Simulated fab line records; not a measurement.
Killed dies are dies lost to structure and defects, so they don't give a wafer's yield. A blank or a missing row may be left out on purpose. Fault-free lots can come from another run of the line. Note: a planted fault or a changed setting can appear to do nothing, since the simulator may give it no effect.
fab line records	flow n5Finfet
[record] lots = 9	wafers = 27	lastDay = 18
route steps=1938 shown BEOL_M1@792 BEOL_M4@1111 PASSIVATION@1936
lots with no fault: from the same line, run without faults
startH: the number of hours between the record's first day and the start of the first shown wafer of the lot	waitH: hours from the lot's prior step to this one	" the same as in the row above	L1.1+2: a row that stands for several wafers	- either no value or no given start	* or withheld: withheld	< > ~ a bound
route shown NAME@n: NAME is a module with steps in the file, n the number in the route of the first one	usual: the fault-free wafers' mean and standard deviation	same: alike in all rows	chamber/n: place in a boat	sites: the reading at each site	_std_site: how widely they spread, as a standard deviation	_edge_site: mean of outer sites minus mean of inner sites	radiusMm: how far each site lies from the wafer's centre	mask NAME#n: copy n	behind: tool/chamber where the wafer was last shaped	hold: the reason the lot was held/the length of the hold in hours/how it ended	device: names the non-switching transistor (n, p or np)	end of line: at the end of the route, the tests of the same wafers	a step given without rows: its recipe and nothing more	killed: dies that structure and defects cost at the first sort, which is not the same as the wafer's yield	map: per-die view of a wafer (x killed, . not killed, _ where there is no die)
set.NAME: the setting the step ran with; set.NAME@STEP: the setting that earlier step ran with	model.NAME: the simulator's own value behind a step, which no gauge read
route steps across a sampled set of lots; one table per step, one row per wafer
services: from which hour (startH, from the record's first day; less than 0 if before it) a tool's chamber was out of use, for how many hours, and why
[[steps]]
[step N5_BEOL_M1_ALD_98]
[recipe] material = SiO2	targetThkA = 25	tempC = 100	aldPrecursorFamily = BDEAS	aldCoReactant = O2-plasma	pulseTimeS = 1	coReactantPulseTimeS = 1	purgeTimeS = 2	coReactantPurgeTimeS = 2	aldCycles = 17	pressureTorr = 2
[usual] aldCycles = 17/0	chamberPressureTorr = 2.000/0.0043	heaterPowerW = 76/7.8	precursorPulseHeightRel = 1.000/0.019
lot.wafer	tool	chamber	startH	waitH	aldCycles	chamberPressureTorr	heaterPowerW	precursorPulseHeightRel	sinceWetCleanH
L852.1	aldSin-03	3	142.38	0.1	17	2.010	73	1.005	43
L852.2	"	1	"	"	17	1.999	82	0.984	43
L852.3	"	2	"	"	17	1.994	89	1.018	43
L854.1	aldSin-02	3	164.96	0.1	17	1.998	73	1.034	262
L854.4	"	0	"	"	17	1.995	64	0.995	262
L854.6	"	1	"	"	17	1.997	77	1.015	-
L857.1	aldSin-03	3	176.54	0.1	-	-	-	-	-
L857.3	"	2	"	"	-	-	-	-	-
L857.6	"	2	"	"	-	-	-	-	-
L859.3	aldSin-04	3	187.78	0.1	-	-	-	-	-
L859.5	"	2	"	"	-	-	-	-	-
L859.6	"	3	"	"	-	-	-	-	-
L861.1	aldSin-03	0	197.94	0.5	17	1.995	70	1.002	98
L861.3	"	3	"	"	17	2.004	74	1.003	98
L861.4	"	1	"	"	17	2.003	84	0.963	98
L865.1	aldSin-03	2	219.27	0.1	17	2.000	92	0.991	119
L865.2	"	0	"	"	17	2.000	68	1.033	119
L865.3	"	1	"	"	17	1.996	84	0.999	119
L866.2	aldSin-03	0	226.61	0.1	17	1.990	69	1.022	127
L866.4	"	2	"	"	17	1.997	85	1.023	127
L866.5	"	1	"	"	17	2.007	83	0.989	-
L867.1	aldSin-03	3	237.56	0.1	17	2.000	72	1.021	138
L867.4	"	0	"	"	17	1.996	67	0.974	138
L867.6	"	3	"	"	17	2.004	73	0.987	-
L871.2	aldSin-02	0	259.77	0.1	17	1.993	65	1.046	357
L871.4	"	2	"	"	17	2.003	79	0.979	-
L871.6	"	3	"	"	17	2.003	76	0.994	-
[step N5_BEOL_M1_ETCHBACK_99]
[recipe] chemistry = CHF3	target = SiO2	targetDepthA = 50	timeS = 10.4	sourceW = 215	biasW = 47	Ar_flow_sccm = 200	CHF3_flow_sccm = 12	ionEnergyEv = 100	pressureMtorr = 30
[usual] drypumpMotorCurrentA = 5.8/0.47	oesProductAu = 0.75/0.06	rfVppV = 242/4.4	showerheadPlenumPTorr = 2.15/0.077	throttleValvePct = 17.12/0.16
[same] timeS = 10.4
lot.wafer	tool	chamber	startH	waitH	drypumpMotorCurrentA	oesProductAu	rfHoursCounterH	rfVppV	showerheadPlenumPTorr	throttleValvePct
L852.1	rieDiel-02	1	147.57	5.1	6.1	0.73	183	240	2.23	17.11
L852.2	"	0	"	"	5.8	0.74	152	241	2.15	16.94
L852.3	"	2	"	"	5.0	0.73	177	242	2.13	16.93
L854.1	rieDiel-05	0	165.08	0.1	5.8	0.85	69	252	2.27	17.10
L854.4	"	3	"	"	5.6	0.72	213	243	2.23	17.18
L854.6	"	1	"	"	5.7	0.72	-	246	2.07	17.50
L857.1	rieDiel-01	2	176.69	0.1	6.0	0.72	185	251	2.24	17.30
L857.3	"	0	"	"	6.0	0.77	149	239	2.06	17.23
L857.6	"	1	"	"	6.5	0.88	-	239	2.17	16.82
L859.3	rieDiel-01	3	190.22	2.4	4.9	0.71	198	241	2.06	17.12
L859.5	"	3	"	"	5.0	0.71	-	241	2.06	17.13
L859.6	"	2	"	"	6.0	0.72	-	250	2.24	17.32
L861.1	rieDiel-02	3	199.47	1.5	5.9	0.69	206	239	2.04	17.15
L861.3	"	1	"	"	6.2	0.72	196	241	2.23	17.14
L861.4	"	2	"	"	4.9	0.73	192	242	2.13	16.95
L865.1	rieDiel-01	0	221.47	2.2	6.0	0.77	162	240	2.06	17.26
L865.2	"	1	"	"	6.5	0.87	54	240	2.17	16.84
L865.3	"	2	"	"	6.0	0.71	198	250	2.23	17.32
L866.2	rieDiel-02	0	227.88	1.2	5.8	0.73	178	241	2.14	17.00
L866.4	"	3	"	"	5.9	0.69	214	240	2.04	17.15
L866.5	"	0	"	"	5.7	0.73	-	239	2.14	17.00
L867.1	rieDiel-02	3	237.68	0.1	5.9	0.68	217	241	2.04	17.15
L867.4	"	0	"	"	5.7	0.72	181	240	2.14	17.01
L867.6	"	2	"	"	5.0	0.72	-	241	2.12	16.98
L871.2	rieDiel-05	1	260.05	0.2	5.7	0.70	197	244	2.06	17.57
L871.4	"	2	"	"	5.6	0.70	235	232	2.22	17.21
L871.6	"	3	"	"	5.6	0.69	-	244	2.22	17.22
[step N5_BEOL_M1_VIA_ETCH_34]
[recipe] chemistry = C4F6/O2	targetDepthA = 678	maskMaterial = SOC	pressureMtorr = 15	ionEnergyEv = 250	taperDeg = 4	timeS = 64.4	sourceW = 350	biasW = 170	Ar_flow_sccm = 300	C4F6_flow_sccm = 10	O2_flow_sccm = 10
[usual] O2_flow_sccm = 9.996/0.028	drypumpMotorCurrentA = 5.8/0.47	oesProductAu = 0.75/0.06	rfVppV = 668/11	showerheadPlenumPTorr = 2.83/0.099	throttleValvePct = 30.76/0.23
[same] timeS = 64.4
lot.wafer	tool	chamber	startH	waitH	O2_flow_sccm	drypumpMotorCurrentA	oesProductAu	rfHoursCounterH	rfVppV	showerheadPlenumPTorr	throttleValvePct
L852.1	rieDiel-02	1	147.71	0.0	9.988	6.2	0.73	183	665	2.95	30.79
L852.2	"	0	"	"	10.013	5.7	0.74	152	663	2.84	30.47
L852.3	"	2	"	"	10.024	4.9	0.74	177	667	2.82	30.50
L854.1	rieDiel-05	0	165.22	0.0	9.961	5.9	0.85	69	694	3.00	30.89
L854.4	"	3	"	"	9.958	5.6	0.71	213	672	2.94	30.91
L854.6	"	1	"	"	9.987	5.7	0.71	-	677	2.74	31.38
L857.1	rieDiel-01	2	176.83	0.0	10.008	6.0	0.72	185	691	2.95	30.95
L857.3	"	0	"	"	10.011	6.1	0.78	149	663	2.73	30.85
L857.6	"	1	"	"	9.985	6.5	0.88	-	662	2.87	30.41
L859.3	rieDiel-01	3	190.36	0.0	9.961	5.0	0.72	198	667	2.72	30.95
L859.5	"	3	"	"	9.949	5.0	0.72	-	666	2.72	30.93
L859.6	"	2	"	"	9.999	6.0	0.72	-	691	2.95	30.95
L861.1	rieDiel-02	3	199.61	0.0	9.943	5.9	0.69	206	664	2.70	30.67
L861.3	"	1	"	"	10.027	6.1	0.71	196	665	2.94	30.81
L861.4	"	2	"	"	9.998	5.0	0.72	192	668	2.81	30.51
L865.1	rieDiel-01	0	221.61	0.0	9.991	6.1	0.77	162	662	2.72	30.88
L865.2	"	1	"	"	9.970	6.5	0.87	54	662	2.86	30.41
L865.3	"	2	"	"	10.036	6.0	0.72	198	692	2.94	30.96
L866.2	rieDiel-02	0	228.02	0.0	10.013	5.7	0.73	179	660	2.83	30.48
L866.4	"	3	"	"	9.985	5.9	0.68	214	663	2.70	30.67
L866.5	"	0	"	"	9.976	5.7	0.73	-	662	2.83	30.50
L867.1	rieDiel-02	3	237.81	0.0	9.998	5.9	0.69	217	663	2.70	30.67
L867.4	"	0	"	"	10.019	5.7	0.72	181	662	2.83	30.50
L867.6	"	2	"	"	9.995	5.0	0.72	-	668	2.81	30.52
L871.2	rieDiel-05	1	260.18	0.0	10.044	5.7	0.70	197	675	2.72	31.38
L871.4	"	2	"	"	9.951	5.7	0.70	235	645	2.93	30.76
L871.6	"	3	"	"	10.009	5.6	0.69	-	673	2.92	30.92
[step N5_BEOL_M1_STRIP_36]
[recipe] chemistry = N2/H2	powerW = 450	tempC = 40	pressureMtorr = 20	rfFrequencyHz = 6e+07	overashFraction = 0.3	biasPowerW = 7	h2Frac = 0.5	n2FlowSccm = 200	h2FlowSccm = 200
[usual] drypumpMotorCurrentA = 5.8/0.47	n2FlowSccm = 200.0/0.52	oesProductAu = 0.75/0.062	rfVppV = 59.1/1.5	showerheadPlenumPTorr = 2.53/0.087	throttleValvePct = 23.67/0.24
lot.wafer	tool	chamber	startH	waitH	drypumpMotorCurrentA	n2FlowSccm	oesProductAu	rfHoursCounterH	rfVppV	showerheadPlenumPTorr	throttleValvePct
L852.1	rieDiel-02	1	147.77	0.0	6.2	199.8	0.72	183	57.8	2.60	23.27
L852.2	"	0	"	"	5.7	199.8	0.75	152	60.5	2.53	23.44
L852.3	"	2	"	"	5.0	199.2	0.74	177	59.5	2.52	23.58
L854.1	rieDiel-05	0	165.28	0.0	5.8	200.1	0.85	69	59.3	2.67	23.44
L854.4	"	3	"	"	5.6	200.3	0.72	213	58.3	2.63	23.73
L854.6	"	1	"	"	5.7	200.0	0.72	-	59.3	2.42	24.23
L857.1	rieDiel-01	2	176.89	0.0	6.0	201.1	0.72	185	56.8	2.62	23.59
L857.3	"	0	"	"	6.1	200.0	0.78	150	58.5	2.43	23.64
L857.6	"	1	"	"	6.5	200.4	0.93	-	60.0	2.59	23.72
L859.3	rieDiel-01	3	190.42	0.0	5.0	200.1	0.72	198	60.9	2.42	24.03
L859.5	"	3	"	"	5.0	199.9	0.71	-	56.9	2.42	24.07
L859.6	"	2	"	"	6.0	200.6	0.72	-	59.0	2.62	23.59
L861.1	rieDiel-02	3	199.67	0.0	5.9	199.8	0.69	206	58.3	2.43	23.85
L861.3	"	1	"	"	6.2	200.2	0.71	196	58.7	2.60	23.27
L861.4	"	2	"	"	5.0	199.8	0.73	192	59.6	2.52	23.62
L865.1	rieDiel-01	0	221.67	0.0	6.0	199.9	0.77	162	59.9	2.42	23.69
L865.2	"	1	"	"	6.5	200.3	0.88	54	58.5	2.59	23.76
L865.3	"	2	"	"	6.0	200.4	0.70	198	57.5	2.62	23.63
L866.2	rieDiel-02	0	228.08	0.0	5.8	200.2	0.73	179	57.8	2.52	23.50
L866.4	"	3	"	"	5.9	200.9	0.68	214	60.0	2.42	23.85
L866.5	"	0	"	"	5.7	199.8	0.72	-	62.3	2.52	23.50
L867.1	rieDiel-02	3	237.87	0.0	5.9	199.5	0.69	217	59.4	2.42	23.87
L867.4	"	0	"	"	5.7	199.8	0.74	181	60.7	2.52	23.49
L867.6	"	2	"	"	4.9	199.6	0.72	-	60.5	2.51	23.61
L871.2	rieDiel-05	1	260.24	0.0	5.7	200.4	0.71	197	59.2	2.41	24.25
L871.4	"	2	"	"	5.6	200.0	0.70	235	58.9	2.61	23.44
L871.6	"	3	"	"	5.6	200.0	0.69	-	58.9	2.62	23.82
[step N5_BEOL_M4_RC_MEAS_101]
[usual] DIBL_N = 36.0/1.6	DIBL_P = 36.1/2	IOFF_N = 0.160/0.029	IOFF_P = 0.21/0.039	ION_N = 675/13	ION_P = 464/8.8	SS_N = 71.5/0.58	SS_P = 73.3/0.65	VT_N = 250/3.3	VT_P = -249/3.6
lot.wafer	tool	chamber	startH	waitH	DIBL_N[mV/V]	DIBL_P[mV/V]	IOFF_N[nA/um]	IOFF_P[nA/um]	ION_N[uA/um]	ION_P[uA/um]	SS_N[mV/dec]	SS_P[mV/dec]	VT_N[mV]	VT_P[mV]
L852.1	prober-02	0	186.81	0.0	34.2	34.1	0.121	0.15	653	451	71.7	72.7	254	-259
L852.2	"	0	"	"	36.3	36.7	0.150	0.18	673	456	72.6	74.0	252	-255
L852.3	"	0	"	"	33.9	33.6	0.110	0.14	649	448	71.4	72.3	255	-259
L854.1	prober-02	0	204.65	0.0	38.0	36.8	0.166	0.23	681	471	71.6	73.6	250	-248
L854.4	"	0	"	"	36.7	35.3	0.154	0.22	677	465	70.8	73.0	250	-249
L854.6	"	0	"	"	37.5	37.1	0.152	0.23	670	465	72.2	73.3	252	-247
L861.1	prober-02	0	238.06	0.0	35.3	34.1	0.138	0.19	681	470	70.5	73.3	251	-252
L861.3	"	0	"	"	35.9	35.1	0.154	0.20	678	472	70.8	72.9	250	-251
L861.4	"	0	"	"	36.4	35.6	0.165	0.21	694	474	72.1	73.4	247	-250
L865.1	prober-02	0	267.89	0.0	34.5	34.8	0.138	0.19	657	455	71.2	72.6	252	-250
L865.2	"	0	"	"	35.9	37.2	0.166	0.25	673	467	71.7	73.0	249	-246
L865.3	"	0	"	"	35.9	36.8	0.171	0.23	682	470	71.7	73.5	246	-249
L866.2	prober-01	0	268.24	0.2	37.1	38.1	0.203	0.22	685	463	71.5	73.6	245	-248
L866.4	"	0	"	"	35.7	36.5	0.154	0.20	661	463	71.4	73.8	248	-248
L866.5	"	0	"	"	34.8	35.1	0.144	0.18	670	455	70.7	72.9	250	-253
L867.1	prober-02	0	286.33	0.0	37.0	37.9	0.177	0.24	694	478	72.3	73.2	245	-245
L867.4	"	0	"	"	38.7	39.9	0.218	0.30	711	482	72.2	74.3	244	-244
L867.6	"	0	"	"	38.2	40.1	0.195	0.29	689	480	72.1	73.8	244	-244
L871.2	prober-02	0	303.43	0.2	34.6	33.6	0.128	0.19	664	462	70.7	72.0	253	-247
L871.4	"	0	"	"	35.0	35.3	0.139	0.21	657	458	71.5	72.9	253	-251
L871.6	"	0	"	"	37.1	37.7	0.180	0.25	682	465	71.9	74.1	247	-247
[step N5_PASSIVATION_PROBE_49]
[usual] defectLimitedYield = 91.0/1.3	killed_at_M0_to_M3 = 36/9.5	killed_at_M4_up = 14/5.6	killedAtContacts = 12/6.4	killedAtFrontEnd = 40/10	killedAtOther = 3.2/3	killedDies = 107/15	killedOnRim = 15/4.5	killedOpen = 69/12	killedShort = 35/7.7	sort_bin_5_function = 5.3/0.91	sort_bin_6_memory = 3.3/0.65	sortNPass = 1073/15	sortYieldPct = 91.0/1.3
[same] grossDies = 1180	killedAtBackSide = 0	sort_bin_4_leakage[%] = 0	sort_bin_8_speed[%] = 0
lot.wafer	tool	chamber	startH	waitH	defectLimitedYield[%]	killed_at_M0_to_M3	killed_at_M4_up	killedAtContacts	killedAtFrontEnd	killedAtOther	killedDies	killedOnRim	killedOpen	killedShort	sort_bin_5_function[%]	sort_bin_6_memory[%]	sortNPass	sortYieldPct[%]
L852.1	prober-01	-	293.49	0.0	92.5	38	8	10	33	0	89	10	56	32	4.7	2.8	1091	92.5
L852.2	prober-01	-	293.54	0.1	89.7	55	10	11	44	2	122	16	72	48	6.5	3.6	1058	89.7
L852.3	prober-01	-	293.59	0.1	89.9	48	9	24	33	5	119	16	72	47	5.2	4.3	1061	89.9
L857.1	prober-02	-	335.75	0.0	0.2	1119	15	2	39	3	1178	150	63	22	3.9	2.8	2	0.2
L857.3	prober-02	-	335.85	0.1	0.2	1087	27	4	59	1	1178	152	92	37	6.1	4.5	2	0.2
L857.6	prober-02	-	336.00	0.3	0.9	1111	8	4	46	0	1169	142	67	33	5.3	3.1	11	0.9
L859.3	prober-01	-	346.37	0.1	0.2	1099	19	10	45	5	1178	150	60	30	4.7	2.5	2	0.2
L859.5	prober-01	-	346.47	0.2	1.1	1093	13	10	47	4	1167	141	55	34	4.7	2.7	13	1.1
L859.6	prober-01	-	346.52	0.3	0.2	1100	13	14	45	6	1178	150	68	32	4.7	3.6	2	0.2
L861.1	prober-02	-	347.34	0.0	93.6	19	9	8	36	3	75	10	33	40	3.5	2.3	1105	93.6
L861.3	prober-02	-	347.44	0.1	92.9	33	13	8	27	3	84	9	54	29	3.7	3.0	1096	92.9
L861.4	prober-02	-	347.49	0.2	92.4	23	9	7	43	8	90	10	50	32	3.8	3.1	1090	92.4
L865.1	prober-01	-	381.91	0.0	91.9	32	15	15	30	3	95	7	57	36	4.3	3.1	1085	91.9
L865.2	prober-01	-	381.96	0.1	88.6	51	16	14	50	3	134	18	95	37	6.9	4.2	1046	88.6
L865.3	prober-01	-	382.01	0.1	90.1	54	12	21	25	5	117	13	87	28	5.6	4.2	1063	90.1
// killed by level:class
L852.1 FIN_SAQP:geometricParticle:short=11 MOL_CONTACT_COAG:geometricParticle:open=7 BEOL_M0_SAQP:geometricParticle:open=7 BEOL_M3:geometricParticle:open=7 GATE_CUT:geometricParticle:open=6 BEOL_M2:geometricParticle:open=6 STI_FIN_REVEAL:geometricParticle:open=5 BEOL_M0_SAQP:geometricParticle:short=5
L852.2 BEOL_M0_SAQP:geometricParticle:short=17 BEOL_M0_SAQP:geometricParticle:open=13 MOL_CONTACT_COAG:geometricParticle:open=9 BEOL_M3:geometricParticle:open=9 STI_FIN_REVEAL:geometricParticle:open=8 FIN_SAQP:geometricParticle:short=7 GATE_CUT:geometricParticle:short=7 FIN_SAQP:geometricParticle:open=6
L852.3 MOL_CONTACT_COAG:geometricParticle:open=19 BEOL_M2:geometricParticle:open=15 BEOL_M0_SAQP:geometricParticle:short=9 FIN_SAQP:geometricParticle:open=8 BEOL_M0_SAQP:geometricParticle:open=6 STI_FIN_REVEAL:geometricParticle:open=5 MOL_CONTACT_COAG:geometricParticle:short=5 FIN_SAQP:geometricParticle:short=4
L857.1 BEOL_M1:areaEtchback=1093 BEOL_M0_SAQP:geometricParticle:open=10 FIN_SAQP:geometricParticle:open=9 FIN_SAQP:geometricParticle:short=8 STI_FIN_REVEAL:geometricParticle:open=8 BEOL_M3:geometricParticle:open=8 GATE_CUT:geometricParticle:open=7 BEOL_M4:geometricParticle:open=7
L857.3 BEOL_M1:areaEtchback=1045 BEOL_M4:geometricParticle:open=16 BEOL_M1:geometricParticle:open=15 STI_FIN_REVEAL:geometricParticle:open=14 FIN_SAQP:geometricParticle:short=12 BEOL_M3:geometricParticle:open=10 FIN_SAQP:geometricParticle:open=8 STARTING-WAFER:geometricParticle:open=7
L857.6 BEOL_M1:areaEtchback=1068 BEOL_M3:geometricParticle:open=13 BEOL_M0_SAQP:geometricParticle:short=10 BEOL_M1:geometricParticle:open=10 FIN_SAQP:geometricParticle:open=8 GATE_CUT:geometricParticle:short=7 GATE_CUT:geometricParticle:open=7 BEOL_M0_SAQP:geometricParticle:open=6
L859.3 BEOL_M1:areaEtchback=1078 BEOL_M4:geometricParticle:open=9 HKMG_FIN:areaEtch=8 MOL_CONTACT_COAG:geometricParticle:open=7 BEOL_M0_SAQP:geometricParticle:open=7 FIN_SAQP:geometricParticle:short=6 STI_FIN_REVEAL:geometricParticle:open=5 FIN_SAQP:geometricParticle:open=4
L859.5 BEOL_M1:areaEtchback=1069 FIN_SAQP:geometricParticle:open=9 BEOL_M4:geometricParticle:open=8 BEOL_M0:geometricParticle:open=7 HKMG_FIN:areaEtch=7 GATE_CUT:geometricParticle:short=5 MOL_CONTACT_COAG:geometricParticle:open=5 MOL_CONTACT_COAG:geometricParticle:short=5
L859.6 BEOL_M1:areaEtchback=1075 MOL_CONTACT_COAG:geometricParticle:open=13 STI_FIN_REVEAL:geometricParticle:open=10 BEOL_M1:geometricParticle:open=8 FIN_SAQP:geometricParticle:open=5 FIN_SAQP:geometricParticle:short=5 BEOL_M0_SAQP:geometricParticle:short=5 GATE_CUT:geometricParticle:short=5
L861.1 FIN_SAQP:geometricParticle:short=9 FIN_SAQP:geometricParticle:open=6 MOL_CONTACT_COAG:geometricParticle:open=6 BEOL_M0_SAQP:geometricParticle:short=5 BEOL_M1:geometricParticle:short=5 BEOL_M0_SAQP:geometricParticle:open=4 GATE_CUT:geometricParticle:short=3 ILD0:geometricParticle:open=3
L861.3 BEOL_M0_SAQP:geometricParticle:short=14 BEOL_M0_SAQP:geometricParticle:open=9 FIN_SAQP:geometricParticle:open=8 MOL_CONTACT_COAG:geometricParticle:open=8 BEOL_M1:geometricParticle:open=7 FIN_SAQP:geometricParticle:short=4 BEOL_M4:geometricParticle:open=4 BEOL_M3:geometricParticle:open=3
L861.4 FIN_SAQP:geometricParticle:short=15 HKMG_FIN:areaEtch=7 MOL_CONTACT_COAG:geometricParticle:open=6 BEOL_M1:geometricParticle:open=6 BEOL_M3:geometricParticle:open=6 GATE_CUT:geometricParticle:open=5 BEOL_M4:geometricParticle:open=5 GATE_CUT:geometricParticle:short=4
L865.1 MOL_CONTACT_COAG:geometricParticle:open=10 FIN_SAQP:geometricParticle:open=8 BEOL_M3:geometricParticle:open=8 BEOL_M0_SAQP:geometricParticle:open=6 FIN_SAQP:geometricParticle:short=5 SPACER0:geometricParticle:short=5 MOL_CONTACT_COAG:geometricParticle:short=5 BEOL_M2:geometricParticle:short=4
L865.2 STI_FIN_REVEAL:geometricParticle:open=11 BEOL_M1:geometricParticle:open=10 FIN_SAQP:geometricParticle:open=9 BEOL_M2:geometricParticle:open=9 BEOL_M0_SAQP:geometricParticle:open=9 MOL_CONTACT_COAG:geometricParticle:open=8 BEOL_M0:geometricParticle:open=7 GATE_CUT:geometricParticle:short=6
L865.3 MOL_CONTACT_COAG:geometricParticle:open=20 BEOL_M1:geometricParticle:open=13 BEOL_M0_SAQP:geometricParticle:open=12 BEOL_M2:geometricParticle:open=10 BEOL_M0_SAQP:geometricParticle:short=9 BEOL_M5:geometricParticle:open=4 FIN_SAQP:geometricParticle:open=3 DUMMY_GATE:geometricParticle:open=3
[[services]]
tool	chamber	startH	hours	kind
rieDiel-02	1	163.00	10.2	repair
rieDiel-05	1	177.64	1.4	repair
rieDiel-01	0	181.02	4.1	repair
aldSin-02	0	197.62	23.9	repair
aldSin-03	2	204.26	4.2	repair
aldSin-02	-	206.28	1.0	repair
aldSin-04	-	250.61	6.1	pm
aldSin-02	1	250.79	19.6	repair
[[key]]
[firstSign] step = N5_BEOL_M1_ALD_98	reading = toolRecord	direction = missing
[effect] step = N5_PASSIVATION_PROBE_49	reading = killed_at_M0_to_M3	direction = up	sigmas = 99+	usual = 36	struck = 1102
[moreKillsBornAt] N5_BEOL_M1_ETCHBACK_99@rieDiel-01 = 6428
metAt N5_BEOL_M1_ALD_98
struckLots L857,L859
laterRowsLeftOut L857.1,L857.3,L857.6,L859.3,L859.5,L859.6
notActingAt N5_BEOL_M1_ETCHBACK_99,N5_BEOL_M1_VIA_ETCH_34,N5_BEOL_M1_STRIP_36
onsetBetween 142.38 176.54
[fault] kind = skippedStepWhole	tool = aldSin-03,aldSin-04	chamber = -	onsetH = 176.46	steps = N5_BEOL_M1_ALD_98	scope = struckLotsOnly
// laterRowsLeftOut: the simulator's readings of these wafers behind a module that went badly wrong aren't trusted and aren't shown, but for the sort
